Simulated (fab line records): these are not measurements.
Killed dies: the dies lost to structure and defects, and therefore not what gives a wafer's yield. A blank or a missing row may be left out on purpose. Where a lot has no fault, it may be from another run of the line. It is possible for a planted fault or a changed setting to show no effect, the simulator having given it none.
Which of the tools did it?    flow nand_harc    14 lots, 41 wafers sampled, at 5 steps of a route of 1302

== WHAT EACH GAUGE READ, for each wafer ==
NHARC_A_ONON_D2_THK_MEAS_05: measures by ellipsometry.
lot   measured      on             thk_nm (nm)
L190  day 12 18:05  film_metro-02  1011 1013 1013
L191  day 13 06:05  film_metro-02  996 995 995
L192  day 13 19:08  film_metro-02  995 995 993
L195  day 14 08:07  film_metro-01  989 991 990
L194  day 14 08:14  film_metro-02  1011 1010 1009
L196  day 14 22:41  film_metro-01  1011 1009 1011
L197  day 15 17:29  film_metro-01  990 991 991
L199  day 16 09:02  film_metro-01  995 995 995
L200  day 16 16:00  film_metro-01  989 989 988
L206  day 19 07:21  film_metro-02  1001 1002 1003
L208  day 20 02:02  film_metro-01  997 998
L211  day 21 04:29  film_metro-02  985 987 986
L210  day 21 04:28  film_metro-01  1006 1006 1005
L213  day 22 01:47  film_metro-02  1005 1007 1007

NHARC_A_ONON_D2_THK_MEAS_11: measures by ellipsometry.
lot   measured      on             thk_nm (nm)
L190  day 12 19:13  film_metro-01  988 991 990
L191  day 13 07:14  film_metro-02  994 995 995
L192  day 13 20:16  film_metro-01  1009 1011 1007
L195  day 14 09:16  film_metro-02  975 976 977
L194  day 14 09:22  film_metro-01  1003 1001 1002
L196  day 14 23:48  film_metro-01  997 993 994
L197  day 15 18:38  film_metro-01  1018 1018 1017
L199  day 16 10:10  film_metro-02  996 995 995
L200  day 16 17:08  film_metro-01  1010 1007 1009
L206  day 19 08:29  film_metro-02  1021 1022 1524
L208  day 20 03:10  film_metro-02  1486 1485
L211  day 21 05:38  film_metro-01  1001 999 1000
L210  day 21 05:36  film_metro-02  1003 1003 1001
L213  day 22 02:55  film_metro-02  989 991 992

NHARC_A_ONON_D2_THK_MEAS_18: measures by ellipsometry.
lot   measured      on             thk_nm (nm)
L190  day 13 04:50  film_metro-02  991 989 990
L191  day 13 19:16  film_metro-02  992 995 991
L192  day 14 04:10  film_metro-01  998 998 998
L195  day 14 20:09  film_metro-02  1015 1013 1014
L194  day 14 20:10  film_metro-01  1007 1005 1007
L196  day 15 08:05  film_metro-01  1010 1011 1009
L197  day 16 02:32  film_metro-02  998 999 997
L199  day 16 18:08  film_metro-01  996 994 992
L200  day 17 01:05  film_metro-01  1000 1002 1001
L206  day 19 16:23  film_metro-02  992 993 995
L208  day 20 11:07  film_metro-01  1019 1020
L211  day 21 14:14  film_metro-01  1009 1009 1008
L210  day 21 14:14  film_metro-02  1001 1003 1002
L213  day 22 14:02  film_metro-01  1003 1001 1002

== EACH LOT AND THE TOOL THAT RAN IT (in order: tool; ch and the chambers of the sampled wafers; start) ==
lot   NHARC_A_CHANNEL_FILL_D1_CMP_10  NHARC_A_ONON_D2_DEP_09
L190  cmp-03 ch 1,2,3, day 11 07:55   pecvd_onon-01 ch 0, day 12 18:43
L191  cmp-03 ch 1,2,3, day 11 18:26   pecvd_onon-02 ch 0, day 13 06:44
L192  cmp-02 ch 0,1,3, day 12 02:21   pecvd_onon-02 ch 0, day 13 19:52
L195  cmp-03 ch 0,3, day 12 15:37     pecvd_onon-02 ch 0, day 14 08:45
L194  cmp-02 ch 0,2, day 12 15:38     pecvd_onon-03 ch 0, day 14 08:52
L196  cmp-02 ch 0,2,3, day 13 04:13   pecvd_onon-03 ch 0, day 14 23:21
L197  cmp-01 ch 0,3, day 14 05:02     pecvd_onon-02 ch 0, day 15 18:14
L199  cmp-03 ch 1,2,3, day 14 16:10   pecvd_onon-01 ch 0, day 16 09:40
L200  cmp-02 ch 1,2, day 15 03:41     pecvd_onon-01 ch 0, day 16 16:40
L206  cmp-02 ch 2,3, day 17 15:54     pecvd_onon-03 ch 0, day 19 08:05
L208  cmp-02 ch 1,2, day 18 13:55     pecvd_onon-03 ch 0, day 20 02:50
L211  cmp-01 ch 0,1,2, day 19 16:32   pecvd_onon-02 ch 0, day 21 05:07
L210  cmp-03 ch 0,1,2, day 19 16:36   pecvd_onon-01 ch 0, day 21 05:16
L213  cmp-03 ch 0,1,2, day 20 10:58   pecvd_onon-02 ch 0, day 22 02:35
- NHARC_A_CHANNEL_FILL_D1_CMP_10: polishes, target thk 150 nm.
- NHARC_A_ONON_D2_DEP_09: target thk 1000 nm.

== WHAT THE TOOLS THEMSELVES READ (means of the sampled wafers that have a number; where no wafer has one, the mark that the record gives instead) ==
NHARC_A_CHANNEL_FILL_D1_CMP_10.
lot   tool    motor_current_A (A)  retaining_ring_pressure_frac  slurry_flow_ml_min  time_to_endpoint_s (s)
L190  cmp-03  13.6                 1.001                         150.1               15.1
L191  cmp-03  13.6                 0.998                         150.4               10.7
L192  cmp-02  11.8                 1.001                         149.8               12.0
L195  cmp-03  13.5                 1.000                         149.9               14.6
L194  cmp-02  11.5                 1.003                         149.9               15.2
L196  cmp-02  11.4                 1.003                         150.2               16.8
L197  cmp-01  11.4                 1.000                         150.2               13.6
L199  cmp-03  13.5                 1.003                         150.3               14.3
L200  cmp-02  11.9                 1.006                         150.5               15.7
L206  cmp-02  11.3                 0.996                         150.3               15.9
L208  cmp-02  11.7                 1.004                         150.2               15.8
L211  cmp-01  11.6                 1.002                         149.8               16.3
L210  cmp-03  11.4                 1.004                         150.2               18.3
L213  cmp-03  11.4                 1.001                         150.1               13.1

== THE ANSWER, worked out from the rows above alone ==
Rule: usual is defined by the lots themselves. Put in order of their means at a reading, lots are off if they are a third of the lots or fewer, leave a main group of 4 or more, and stand apart from it by a gap of 3 or more times the standard deviation of the main group's means; of several such gaps the widest counts. Not used: any main group whose means are identical at the precision the tables above print for the reading. Also off: a lot with no number at a reading for which 4 or more lots have one. The other lots that the step has rows for count as sound. After the gauges, taken in route order, come the tools' own readings; for these a lot's mean is taken, as printed above. At the first step where some lot is off, the reading lying furthest off is the one used; lots without a number count as furthest.
Off: L206, L208, at NHARC_A_ONON_D2_THK_MEAS_11 (thk_nm). The main group has a mean of 998 nm with a standard deviation of 10.
A tool fits if, at a process step before that reading, it ran every lot that is off, and no sound lot after the first of them. The gauges at NHARC_A_ONON_D2_THK_MEAS_11 are tried like those tools. This does not decide it: 2 tools fit, namely cmp-02 at NHARC_A_CHANNEL_FILL_D1_CMP_10 and pecvd_onon-03 at NHARC_A_ONON_D2_DEP_09.

== WHAT THE SIMULATOR HAD INSERTED ==
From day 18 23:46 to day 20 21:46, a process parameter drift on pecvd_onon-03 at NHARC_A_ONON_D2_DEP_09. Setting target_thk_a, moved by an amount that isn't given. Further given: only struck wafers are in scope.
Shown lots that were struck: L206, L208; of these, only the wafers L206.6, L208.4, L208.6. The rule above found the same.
